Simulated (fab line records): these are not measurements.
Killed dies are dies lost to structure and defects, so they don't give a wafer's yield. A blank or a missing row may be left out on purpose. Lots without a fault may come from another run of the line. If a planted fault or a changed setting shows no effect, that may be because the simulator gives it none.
fab line records ; flow n5Finfet
record lots=7; wafers=21
route steps=1938 shown BEOL_M0_SAQP@683 BEOL_M0@715 BEOL_M2@841 BEOL_M3@934 BEOL_M4@1028 BEOL_M5@1140
startH: hours from the record's first day to the start of the lot's first wafer shown ; waitH: hours since the lot's step before ; " same as the row above ; L1.1+2: a single row standing in for several wafers ; - no value present, or no start provided ; * or withheld: withheld ; < > ~ a bound
route shown NAME@n: names a module that has steps shown in the file, with the first one's number in the route ; usual: mean/standard deviation taken from wafers without a fault ; same: alike in all rows ; chamber/n: place in a boat ; sites: readings site by site ; _std_site: standard deviation across them ; _edge_site: the outer-site mean with the inner-site mean subtracted ; radiusMm: for every site, how far away it sits from the centre of the wafer ; mask NAME#n: copy n ; behind: the tool/chamber that last shaped the wafer ; hold: why the lot was held/for how many hours/how that ended ; device: the transistor (n, p or np) that didn't switch ; end of line: the same wafers' tests at the end of the route ; a step without rows: its recipe alone ; killed: at the first sort, the dies lost to defects and structure; wafer yield is something else ; map: the dies of a wafer, with x for killed, . for not killed, _ for no die there
set.NAME: the setting the step ran with; set.NAME@STEP: the setting that earlier step ran with ; model.NAME: the simulator's own value behind a step, which no gauge read
one table per step and one row per wafer, for lots whose settings were changed on purpose
## steps
# step N5_BEOL_M0_SAQP_COAT_34
# recipe resist=CAR-EUV; spinRpm=1500; resistThkNm=30
lot.wafer;tool;chamber;startH;waitH;set.spinRpm;model.CAR-EUV_of_BEOL_M0_SAQP_COAT_34.thkNm
L074.1+3+6;lithoTrack-01;0;-;-;1500;30
L076.2;lithoTrack-01;0;-;-;1418;30.8
L076.3+4;lithoTrack-01;0;-;-;1500;30
L078.4+5+6;lithoTrack-03;0;-;-;1500;30
L082.2+4+6;lithoTrack-03;0;-;-;1500;30.2
L084.2+4+6;lithoTrack-01;0;-;-;1500;30
L085.3+4;lithoTrack-01;0;-;-;1500;30
L085.5;lithoTrack-01;0;-;-;1642;28.6
L093.1+4+6;lithoTrack-01;0;-;-;1500;30
# step N5_BEOL_M0_SAQP_EBR_36
# recipe solvent=PGMEA; ebrWidthMm=1.5
# step N5_BEOL_M0_SAQP_SOFTBAKE_35
# recipe tempC=110; timeS=60; resist=CAR-EUV
# step N5_BEOL_M0_SAQP_EXPOSE_37
# recipe maskId=M0_CUT1; na=0.33; sourceShape=annular; sigmaInner=0.35; sigmaOuter=0.8; polarization=unpolarized; targetCdNm=30; doseMj=44.75
# step N5_BEOL_M0_SAQP_PEB_38
# recipe pebTempC=100; pebTimeS=60; resist=CAR-EUV
# step N5_BEOL_M0_SAQP_DEVELOP_39
# recipe developTimeS=30; developer=TMAH; resist=CAR-EUV; rinseLiquid=surfactantRinse; dry=airSpin; devTempC=23
lot.wafer;tool;chamber;startH;waitH;set.spinRpm@BEOL_M0_SAQP_COAT_34;model.CAR-EUV_of_BEOL_M0_SAQP_COAT_34.thkNm
L074.1;lithoTrack-03;0;-;-;1500;29.6
L074.3+6;lithoTrack-03;0;-;-;1500;29.4
L076.2;lithoTrack-01;0;-;-;1418;30.4
L076.3+4;lithoTrack-01;0;-;-;1500;29.6
L078.4;lithoTrack-03;0;-;-;1500;29.4
L078.5+6;lithoTrack-03;0;-;-;1500;29.6
L082.2;lithoTrack-03;0;-;-;1500;29.6
L082.4+6;lithoTrack-03;0;-;-;1500;29.8
L084.2+4+6;lithoTrack-03;0;-;-;1500;29.6
L085.3+4;lithoTrack-03;0;-;-;1500;29.4
L085.5;lithoTrack-03;0;-;-;1642;28.2
L093.1+6;lithoTrack-02;0;-;-;1500;29.6
L093.4;lithoTrack-02;0;-;-;1500;29.4
# step N5_BEOL_M0_SAQP_DESCUM_45
# recipe chemistry=O2; timeS=7; sourcePowerW=50; biasPowerW=20; pressureMtorr=20; rfFrequencyHz=2.712e+07; tempC=40; resist=CAR-EUV; o2FlowSccm=225
lot.wafer;tool;chamber;startH;waitH;set.spinRpm@BEOL_M0_SAQP_COAT_34;model.CAR-EUV_of_BEOL_M0_SAQP_COAT_34.thkNm
L074.1+3+6;rieDiel-06;0,3,3;115.39;0.0;1500;26
L076.2;rieDiel-06;1;125.28;0.4;1418;27
L076.3+4;rieDiel-06;0,2;125.28;0.4;1500;26
L078.4+5;rieDiel-03;2,0;134.65;0.0;1500;26
L078.6;rieDiel-03;1;134.65;0.0;1500;26.2
L082.2+4+6;rieDiel-06;1,2,0;163.30;0.1;1500;26.2
L084.2;rieDiel-06;2;168.28;0.0;1500;26.2
L084.4+6;rieDiel-06;0,2;168.28;0.0;1500;26
L085.3+4;rieDiel-01;2,0;175.23;0.0;1500;26
L085.5;rieDiel-01;0;175.23;0.0;1642;24.6
L093.1+6;rieDiel-03;1,0;224.70;0.0;1500;26.2
L093.4;rieDiel-03;1;224.70;0.0;1500;26
# step N5_BEOL_M0_ETCH_138
# recipe chemistry=CH3F/O2; targetDepthA=120; target=SiCN; timeS=31.6; ionEnergyEv=120; pressureMtorr=30; sourceW=395; biasW=75; Ar_flow_sccm=150; CH3F_flow_sccm=30; O2_flow_sccm=20; ends=cleared
# usual rfVppV=297.6/1.7
lot.wafer;tool;chamber;startH;waitH;set.sourceW;rfVppV
L074.1;rieDiel-05;3;117.42;0.0;395;299.3
L074.3;rieDiel-05;1;117.42;0.0;440;285.0
L074.6;rieDiel-05;3;117.42;0.0;440;289.9
L076.2;rieDiel-05;1;126.85;0.0;395;296.7
L076.3;rieDiel-05;2;126.85;0.0;351.3;311.5
L076.4;rieDiel-05;0;126.85;0.0;351.3;308.5
L078.4;rieDiel-05;2;136.27;0.0;395;297.2
L078.5;rieDiel-05;1;136.27;0.0;395;296.9
L078.6;rieDiel-05;2;136.27;0.0;451.3;285.2
L082.2;rieDiel-05;0;165.21;0.0;395;297.3
L082.4;rieDiel-05;1;165.21;0.0;425.5;288.9
L082.6;rieDiel-05;1;165.21;0.0;395;295.7
L084.2;rieDiel-05;0;170.10;0.0;395;295.0
L084.4;rieDiel-05;3;170.10;0.0;395;300.6
L084.6;rieDiel-05;3;170.10;0.0;395;300.9
L085.3;rieDiel-02;3;176.70;0.0;395;298.1
L085.4;rieDiel-02;2;176.70;0.0;395;299.3
L085.5;rieDiel-02;3;176.70;0.0;351;310.5
L093.1;rieDiel-02;0;226.83;0.0;395;296.4
L093.4;rieDiel-02;1;226.83;0.0;331.1;315.9
L093.6;rieDiel-02;3;226.83;0.0;331.1;316.2
# step N5_BEOL_M2_ILD_DEP_00
# recipe material=SiOC; targetThkA=790; tempC=350; precursor=DEMS/O2; pressureTorr=5; rfW=500; timeS=15.3
lot.wafer;tool;chamber;startH;waitH;set.timeS;model.SiOC_of_BEOL_M2_ILD_DEP_00.thkNm
L074.1;pecvd-03;1;130.40;0.0;15.3;78.2
L074.3;pecvd-03;1;130.40;0.0;15.3;80
L074.6;pecvd-03;1;130.40;0.0;15.3;79.8
L076.2;pecvd-03;2;146.65;0.0;15.3;79
L076.3;pecvd-03;1;146.65;0.0;16.42;85.2
L076.4;pecvd-03;1;146.65;0.0;15.3;80
L078.4;pecvd-03;0;151.08;0.1;15.3;79.8
L078.5;pecvd-03;1;151.08;0.1;16.78;87.2
L078.6;pecvd-03;2;151.08;0.1;15.3;80.2
L082.2;pecvd-04;2;180.41;0.0;15.3;78.8
L082.4;pecvd-04;0;180.41;0.0;15.3;80.6
L082.6;pecvd-04;1;180.41;0.0;15.3;79.8
L084.2;pecvd-03;2;187.19;0.0;15.3;78.8
L084.4;pecvd-03;2;187.19;0.0;15.3;80.4
L084.6;pecvd-03;0;187.19;0.0;15.3;80
L085.3;pecvd-04;1;192.25;0.0;13.88;70.4
L085.4;pecvd-04;0;192.25;0.0;15.3;80.4
L085.5;pecvd-04;1;192.25;0.0;13.88;71.6
L093.1;pecvd-03;1;246.67;0.0;15.3;78.4
L093.4;pecvd-03;2;246.67;0.0;15.3;80
L093.6;pecvd-03;1;246.67;0.0;15.3;80.8
# step N5_BEOL_M2_THK_MEAS_01
# recipe reads=SiOC_of_BEOL_M2_ILD_DEP_00
# usual M2_ILD_THK=79.1/1
lot.wafer;tool;chamber;startH;waitH;set.timeS@BEOL_M2_ILD_DEP_00;M2_ILD_THK[nm]
L074.1;filmMetro-01;-;130.48;0.1;15.3;78.2
L074.3;filmMetro-01;-;130.48;0.1;15.3;80.1
L074.6;filmMetro-01;-;130.48;0.1;15.3;79.8
L076.2;filmMetro-01;-;146.71;0.1;15.3;78.9
L076.3;filmMetro-01;-;146.71;0.1;16.42;85.3
L076.4;filmMetro-01;-;146.71;0.1;15.3;80.0
L078.4;filmMetro-02;-;151.14;0.0;15.3;79.8
L078.5;filmMetro-02;-;151.14;0.0;16.78;87.2
L078.6;filmMetro-02;-;151.14;0.0;15.3;80.3
L082.2;filmMetro-02;-;180.48;0.1;15.3;78.9
L082.4;filmMetro-02;-;180.48;0.1;15.3;80.6
L082.6;filmMetro-02;-;180.48;0.1;15.3;79.7
L084.2;filmMetro-02;-;187.25;0.1;15.3;78.9
L084.4;filmMetro-02;-;187.25;0.1;15.3;80.5
L084.6;filmMetro-02;-;187.25;0.1;15.3;80.1
L085.3;filmMetro-01;-;192.32;0.1;13.88;70.3
L085.4;filmMetro-01;-;192.32;0.1;15.3;80.5
L085.5;filmMetro-01;-;192.32;0.1;13.88;71.6
L093.1;filmMetro-02;-;246.74;0.0;15.3;78.4
L093.4;filmMetro-02;-;246.74;0.0;15.3;80.1
L093.6;filmMetro-02;-;246.74;0.0;15.3;80.8
# step N5_BEOL_M3_HM_DEP_02
# recipe material=TiN; targetThkA=200; tempC=25; chamberPressurePa=0.49996
lot.wafer;tool;chamber;startH;waitH;set.targetThkA;model.TiN_of_BEOL_M3_HM_DEP_02.thkNm
L074.1;pvdSputter-01;-;142.80;0.4;200;20.2
L074.3+6;pvdSputter-01;-;142.80;0.4;200;20
L076.2;pvdSputter-02;-;155.02;0.0;200;20.2
L076.3+4;pvdSputter-02;-;155.02;0.0;200;20
L078.4;pvdSputter-03;-;164.86;0.1;200;19.8
L078.5;pvdSputter-03;-;164.86;0.1;174.7;17.6
L078.6;pvdSputter-03;-;164.86;0.1;174.7;17.4
L082.2;pvdSputter-01;-;191.74;0.5;200;20.2
L082.4;pvdSputter-01;-;191.74;0.5;207.5;21
L082.6;pvdSputter-01;-;191.74;0.5;207.5;21.2
L084.2+6;pvdSputter-01;-;197.09;1.4;200;19.8
L084.4;pvdSputter-01;-;197.09;1.4;200;20
L085.3+4+5;pvdSputter-03;-;209.35;0.0;200;19.8
L093.1;pvdSputter-02;-;259.20;2.8;200;20.2
L093.4;pvdSputter-02;-;259.20;2.8;200;20.4
L093.6;pvdSputter-02;-;259.20;2.8;184.5;18.6
# step N5_BEOL_M3_COAT_62
# recipe resist=SiARC; tempC=220; timeS=60; spinRpm=1500; resistThkNm=12
lot.wafer;tool;chamber;startH;waitH;set.spinRpm;model.SiARC_of_BEOL_M3_COAT_62.thkNm
L074.1+3+6;lithoTrack-05;0;-;-;1500;12
L076.2;lithoTrack-04;0;-;-;1500;12
L076.3+4;lithoTrack-04;0;-;-;1366;12.6
L078.4+5;lithoTrack-01;0;-;-;1500;12
L078.6;lithoTrack-01;0;-;-;1454;12.2
L082.2+4+6;lithoTrack-04;0;-;-;1500;12
L084.2+4+6;lithoTrack-01;0;-;-;1500;12
L085.3;lithoTrack-05;0;-;-;1577;11.8
L085.4;lithoTrack-05;0;-;-;1577;11.6
L085.5;lithoTrack-05;0;-;-;1500;12
L093.1+4;lithoTrack-01;0;-;-;1500;12
L093.6;lithoTrack-01;0;-;-;1636;11.6
# step N5_BEOL_M3_COAT_73
# recipe resist=underlayer; tempC=205; timeS=60; spinRpm=1500; resistThkNm=5
# step N5_BEOL_M3_COAT_05
# recipe resist=CAR-EUV; spinRpm=1500; resistThkNm=30
# step N5_BEOL_M3_DESCUM_16
# recipe chemistry=O2; timeS=7; sourcePowerW=50; biasPowerW=20; pressureMtorr=20; rfFrequencyHz=2.712e+07; tempC=40; resist=CAR-EUV; o2FlowSccm=225
# step N5_BEOL_M3_ETCH_74
# recipe chemistry=N2/H2; target=underlayer; targetDepthA=65; maskMaterial=CAR-EUV; timeS=5.2; ionEnergyEv=200; pressureMtorr=30; sourceW=840; biasW=150; n2FlowSccm=200; h2FlowSccm=200; ends=cleared
# step N5_BEOL_M3_ETCH_63
# recipe chemistry=CF4; target=SiARC; targetDepthA=156; maskMaterial=CAR-EUV; timeS=26; ionEnergyEv=80; pressureMtorr=40; sourceW=545; biasW=36; Ar_flow_sccm=100; cf4FlowSccm=100; ends=cleared
lot.wafer;tool;chamber;startH;waitH;set.spinRpm@BEOL_M3_COAT_62;model.etch.depthNm
L074.1;rieDiel-03;0;143.49;0.0;1500;12.02
L074.3;rieDiel-03;2;143.49;0.0;1500;12.01
L074.6;rieDiel-03;0;143.49;0.0;1500;11.99
L076.2;rieDiel-06;1;155.59;0.0;1500;12.08
L076.3;rieDiel-06;2;155.59;0.0;1366;12.67
L076.4;rieDiel-06;0;155.59;0.0;1366;12.63
L078.4;rieDiel-03;3;165.43;0.0;1500;12.03
L078.5;rieDiel-03;1;165.43;0.0;1500;12.01
L078.6;rieDiel-03;2;165.43;0.0;1454;12.19
L082.2;rieDiel-03;1;192.43;0.0;1500;12
L082.4+6;rieDiel-03;3,2;192.43;0.0;1500;12.03
L084.2;rieDiel-03;1;197.65;0.0;1500;12.04
L084.4;rieDiel-03;1;197.65;0.0;1500;12.08
L084.6;rieDiel-03;2;197.65;0.0;1500;12.09
L085.3;rieDiel-03;1;210.06;0.0;1577;11.75
L085.4;rieDiel-03;0;210.06;0.0;1577;11.68
L085.5;rieDiel-03;0;210.06;0.0;1500;12.03
L093.1+4;rieDiel-06;2,3;260.05;0.0;1500;12
L093.6;rieDiel-06;0;260.05;0.0;1636;11.52
# step N5_BEOL_M3_ETCH_64
# recipe chemistry=N2/H2; target=SOC; targetDepthA=750; overetchA=150; maskMaterial=SiARC; tempC=40; timeS=112.5; ionEnergyEv=200; pressureMtorr=30; sourceW=840; biasW=150; n2FlowSccm=200; h2FlowSccm=200
# step N5_BEOL_M3_STRIP_65
# recipe chemistry=N2/H2; tempC=40; n2FlowSccm=200; h2FlowSccm=200; rfFrequencyHz=6e+07
# step N5_BEOL_M3_STRIP_75
# recipe chemistry=N2/H2; tempC=40; n2FlowSccm=200; h2FlowSccm=200; rfFrequencyHz=6e+07
# step N5_BEOL_M3_STRIP_66
# recipe chemistry=CF4; resist=SiARC; powerW=300; biasPowerW=75; pressureMtorr=50; cf4FlowSccm=150; rfFrequencyHz=6e+07
# step N5_BEOL_M3_HM_OPEN_17
# recipe chemistry=Cl2/BCl3; targetDepthA=200; overetchA=60; target=TiN; maskMaterial=SOC; ionEnergyEv=150; pressureMtorr=10; icpW=1000; biasW=126; Cl2_flow_sccm=53.25; bcl3FlowSccm=21.75; Ar_flow_sccm=25
lot.wafer;tool;chamber;startH;waitH;set.targetThkA@BEOL_M3_HM_DEP_02;model.etch.depthNm
L074.1;rieMetal-02;0;143.69;0.0;200;20.14
L074.3;rieMetal-02;0;143.69;0.0;200;20.01
L074.6;rieMetal-02;1;143.69;0.0;200;20.05
L076.2;rieMetal-01;0;156.13;0.4;200;20.16
L076.3;rieMetal-01;0;156.13;0.4;200;20
L076.4;rieMetal-01;0;156.13;0.4;200;20.09
L078.4;rieMetal-03;0;165.65;0.1;200;19.86
L078.5;rieMetal-03;0;165.65;0.1;174.7;17.54
L078.6;rieMetal-03;1;165.65;0.1;174.7;17.42
L082.2;rieMetal-01;0;192.63;0.0;200;20.12
L082.4;rieMetal-01;1;192.63;0.0;207.5;20.97
L082.6;rieMetal-01;0;192.63;0.0;207.5;21.1
L084.2;rieMetal-01;0;197.85;0.0;200;19.9
L084.4;rieMetal-01;0;197.85;0.0;200;19.94
L084.6;rieMetal-01;1;197.85;0.0;200;19.7
L085.3;rieMetal-01;1;210.29;0.1;200;19.85
L085.4;rieMetal-01;0;210.29;0.1;200;19.71
L085.5;rieMetal-01;1;210.29;0.1;200;19.77
L093.1;rieMetal-03;1;260.24;0.0;200;20.18
L093.4;rieMetal-03;1;260.24;0.0;200;20.42
L093.6;rieMetal-03;1;260.24;0.0;184.5;18.66
# step N5_BEOL_M3_STRIP_19
# recipe chemistry=O2; powerW=400; tempC=40; pressureMtorr=30; rfFrequencyHz=6e+07; biasPowerW=0; overashFraction=0.2; o2FlowSccm=225
# step N5_BEOL_M3_STRIP_83
# recipe chemistry=C4F6/O2; resist=SiARC; rfFrequencyHz=6e+07
# step N5_BEOL_M3_STRIP_36
# recipe chemistry=N2/H2; powerW=450; tempC=40; pressureMtorr=20; rfFrequencyHz=6e+07; overashFraction=0.3; biasPowerW=7; h2Frac=0.5; n2FlowSccm=200; h2FlowSccm=200
# step N5_BEOL_M3_TRENCH_ETCH_37
# recipe chemistry=C4F6/O2; targetDepthA=555.55; target=SiOC; timeS=29.2; ionEnergyEv=250; pressureMtorr=30; sourceW=355; biasW=185; Ar_flow_sccm=300; C4F6_flow_sccm=10; O2_flow_sccm=10
lot.wafer;tool;chamber;startH;waitH;set.targetThkA@BEOL_M3_HM_DEP_02;model.TiN_of_BEOL_M3_HM_DEP_02.thkNm
L074.1+3+6;rieDiel-03;0,1,3;-;-;200;17.8
L076.2+3+4;rieDiel-06;0,1,2;-;-;200;17.8
L078.4;rieDiel-01;1;-;-;200;17.6
L078.5+6;rieDiel-01;0,3;-;-;174.7;15.2
L082.2;rieDiel-01;3;-;-;200;17.8
L082.4;rieDiel-01;0;-;-;207.5;18.6
L082.6;rieDiel-01;3;-;-;207.5;18.8
L084.2+4;rieDiel-03;1,2;-;-;200;17.6
L084.6;rieDiel-03;1;-;-;200;17.4
L085.3;rieDiel-06;1;-;-;200;17.6
L085.4+5;rieDiel-06;3,1;-;-;200;17.4
L093.1;rieDiel-03;2;-;-;200;17.8
L093.4;rieDiel-03;0;-;-;200;18
L093.6;rieDiel-03;1;-;-;184.5;16.4
# step N5_BEOL_M4_COAT_05
# recipe resist=CAR-EUV; spinRpm=1500; resistThkNm=30
lot.wafer;tool;chamber;startH;waitH;set.spinRpm;model.CAR-EUV_of_BEOL_M4_COAT_05.thkNm
L074.1+6;lithoTrack-01;0;-;-;1500;30
L074.3;lithoTrack-01;0;-;-;1431;30.6
L076.2;lithoTrack-01;0;-;-;1415;30.8
L076.3+4;lithoTrack-01;0;-;-;1500;30
L078.4;lithoTrack-01;0;-;-;1644;28.6
L078.5+6;lithoTrack-01;0;-;-;1500;30
L082.2+4;lithoTrack-01;0;-;-;1500;30.2
L082.6;lithoTrack-01;0;-;-;1500;30
L084.2+4+6;lithoTrack-02;0;-;-;1500;30
L085.3;lithoTrack-03;0;-;-;1596;29.2
L085.4;lithoTrack-03;0;-;-;1500;30
L085.5;lithoTrack-03;0;-;-;1596;29
L093.1+4+6;lithoTrack-02;0;-;-;1500;30
# step N5_BEOL_M4_EBR_07
# recipe solvent=PGMEA; ebrWidthMm=1.5
# step N5_BEOL_M4_SOFTBAKE_06
# recipe tempC=110; timeS=60; resist=CAR-EUV
# step N5_BEOL_M4_DESCUM_16
# recipe chemistry=O2; timeS=7; sourcePowerW=50; biasPowerW=20; pressureMtorr=20; rfFrequencyHz=2.712e+07; tempC=40; resist=CAR-EUV; o2FlowSccm=225
# step N5_BEOL_M4_ETCH_74
# recipe chemistry=N2/H2; target=underlayer; targetDepthA=65; maskMaterial=CAR-EUV; timeS=5.2; ionEnergyEv=200; pressureMtorr=30; sourceW=840; biasW=150; n2FlowSccm=200; h2FlowSccm=200; ends=cleared
lot.wafer;tool;chamber;startH;waitH;set.spinRpm@BEOL_M4_COAT_05;model.CAR-EUV_of_BEOL_M4_COAT_05.thkNm
L074.1+6;rieDiel-04;3,0;154.20;0.0;1500;20.4
L074.3;rieDiel-04;0;154.20;0.0;1431;21
L076.2;rieDiel-05;2;164.41;0.0;1415;21
L076.3+4;rieDiel-05;0,3;164.41;0.0;1500;20.4
L078.4;rieDiel-04;2;174.48;0.0;1644;19
L078.5+6;rieDiel-04;1,3;174.48;0.0;1500;20.4
L082.2;rieDiel-02;0;205.35;0.0;1500;20.6
L082.4+6;rieDiel-02;2;205.35;0.0;1500;20.4
L084.2;rieDiel-05;3;207.80;0.0;1500;20.4
L084.4+6;rieDiel-05;1,3;207.80;0.0;1500;20.2
L085.3+5;rieDiel-05;1,3;218.89;0.0;1596;19.4
L085.4;rieDiel-05;0;218.89;0.0;1500;20.2
L093.1+6;rieDiel-02;3,0;268.32;0.0;1500;20.4
L093.4;rieDiel-02;1;268.32;0.0;1500;20.2
# step N5_BEOL_M4_ETCH_64
# recipe chemistry=N2/H2; target=SOC; targetDepthA=750; overetchA=225; maskMaterial=SiARC; tempC=40; timeS=121.9; ionEnergyEv=200; pressureMtorr=30; sourceW=840; biasW=150; n2FlowSccm=200; h2FlowSccm=200
# usual rfVppV=524.4/2.3
lot.wafer;tool;chamber;startH;waitH;set.biasW;rfVppV;model.SiARC_of_BEOL_M4_COAT_62.thkNm
L074.1;rieDiel-04;3;154.24;0.0;150;527.1;6.4
L074.3;rieDiel-04;0;154.24;0.0;160.1;545.6;5.8
L074.6;rieDiel-04;0;154.24;0.0;150;522.6;6.2
L076.2;rieDiel-05;2;164.46;0.0;150;525.4;6.6
L076.3;rieDiel-05;0;164.46;0.0;150;524.3;6.2
L076.4;rieDiel-05;3;164.46;0.0;150;528.4;6.4
L078.4;rieDiel-04;2;174.58;0.1;150;523.7;6.2
L078.5;rieDiel-04;1;174.58;0.1;150;524.6;6.2
L078.6;rieDiel-04;3;174.58;0.1;150;527.4;6.6
L082.2;rieDiel-02;0;205.40;0.0;166.5;556.3;5.4
L082.4;rieDiel-02;2;205.40;0.0;150;526.9;6.6
L082.6;rieDiel-02;2;205.40;0.0;166.5;563.9;5.8
L084.2;rieDiel-05;3;207.84;0.0;150;528.8;6.2
L084.4;rieDiel-05;1;207.84;0.0;150;522.6;6.2
L084.6;rieDiel-05;3;207.84;0.0;150;528.4;6.4
L085.3;rieDiel-05;1;218.94;0.0;150;522.3;6.2
L085.4;rieDiel-05;0;218.94;0.0;141.1;503.1;6.8
L085.5;rieDiel-05;3;218.94;0.0;150;527.3;6.4
L093.1;rieDiel-02;3;268.37;0.0;137.1;496.4;6.8
L093.4;rieDiel-02;1;268.37;0.0;150;524.6;6.4
L093.6;rieDiel-02;0;268.37;0.0;150;520.6;6.2
# step N5_BEOL_M5_COAT_66
# recipe resist=SiARC; tempC=220; timeS=60; spinRpm=1500; resistThkNm=12
lot.wafer;tool;chamber;startH;waitH;set.spinRpm;model.SiARC_of_BEOL_M5_COAT_66.thkNm
L074.1+3;lithoTrack-04;0;-;-;1500;12
L074.6;lithoTrack-04;0;-;-;1447;12.2
L076.2+3+4;lithoTrack-05;0;-;-;1500;12
L078.4+5;lithoTrack-05;0;-;-;1500;12
L078.6;lithoTrack-05;0;-;-;1440;12.2
L082.2;lithoTrack-05;0;-;-;1500;12
L082.4+6;lithoTrack-05;0;-;-;1373;12.6
L084.2+4+6;lithoTrack-02;0;-;-;1500;12
L085.3;lithoTrack-05;0;-;-;1657;11.4
L085.4+5;lithoTrack-05;0;-;-;1500;12
L093.1+4+6;lithoTrack-04;0;-;-;1500;12
## key
split step=N5_BEOL_M0_SAQP_COAT_34; setting=spinRpm; stated=1500; by=wafer
response step=N5_BEOL_M0_SAQP_COAT_34; reading=model.CAR-EUV_of_BEOL_M0_SAQP_COAT_34.thkNm; change=-0.148; per=1%; r=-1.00
response step=N5_BEOL_M0_SAQP_DEVELOP_39; reading=model.CAR-EUV_of_BEOL_M0_SAQP_COAT_34.thkNm; change=-0.132; per=1%; r=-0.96
response step=N5_BEOL_M0_SAQP_DESCUM_45; reading=model.CAR-EUV_of_BEOL_M0_SAQP_COAT_34.thkNm; change=-0.157; per=1%; r=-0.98
split step=N5_BEOL_M0_ETCH_138; setting=sourceW; stated=395; by=wafer
response step=N5_BEOL_M0_ETCH_138; reading=rfVppV; change=-1.06; per=1%; r=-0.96
split step=N5_BEOL_M2_ILD_DEP_00; setting=timeS; stated=15.3; by=wafer
response step=N5_BEOL_M2_ILD_DEP_00; reading=model.SiOC_of_BEOL_M2_ILD_DEP_00.thkNm; change=+0.851; per=1%; r=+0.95
response step=N5_BEOL_M2_THK_MEAS_01; reading=M2_ILD_THK; change=+0.862; per=1%; r=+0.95
split step=N5_BEOL_M3_HM_DEP_02; setting=targetThkA; stated=200; by=wafer
response step=N5_BEOL_M3_HM_DEP_02; reading=model.TiN_of_BEOL_M3_HM_DEP_02.thkNm; change=+0.195; per=1%; r=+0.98
response step=N5_BEOL_M3_HM_OPEN_17; reading=model.etch.depthNm; change=+0.198; per=1%; r=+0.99
response step=N5_BEOL_M3_TRENCH_ETCH_37; reading=model.TiN_of_BEOL_M3_HM_DEP_02.thkNm; change=+0.194; per=1%; r=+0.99
split step=N5_BEOL_M3_COAT_62; setting=spinRpm; stated=1500; by=wafer
response step=N5_BEOL_M3_COAT_62; reading=model.SiARC_of_BEOL_M3_COAT_62.thkNm; change=-0.0563; per=1%; r=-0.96
response step=N5_BEOL_M3_ETCH_63; reading=model.etch.depthNm; change=-0.0586; per=1%; r=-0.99
split step=N5_BEOL_M4_COAT_05; setting=spinRpm; stated=1500; by=wafer
response step=N5_BEOL_M4_COAT_05; reading=model.CAR-EUV_of_BEOL_M4_COAT_05.thkNm; change=-0.142; per=1%; r=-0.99
response step=N5_BEOL_M4_ETCH_74; reading=model.CAR-EUV_of_BEOL_M4_COAT_05.thkNm; change=-0.133; per=1%; r=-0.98
split step=N5_BEOL_M4_ETCH_64; setting=biasW; stated=150; by=wafer
response step=N5_BEOL_M4_ETCH_64; reading=rfVppV; change=+3.12; per=1%; r=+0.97
response step=N5_BEOL_M4_ETCH_64; reading=model.SiARC_of_BEOL_M4_COAT_62.thkNm; change=-0.0785; per=1%; r=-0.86
split step=N5_BEOL_M5_COAT_66; setting=spinRpm; stated=1500; by=wafer
response step=N5_BEOL_M5_COAT_66; reading=model.SiARC_of_BEOL_M5_COAT_66.thkNm; change=-0.0614; per=1%; r=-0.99
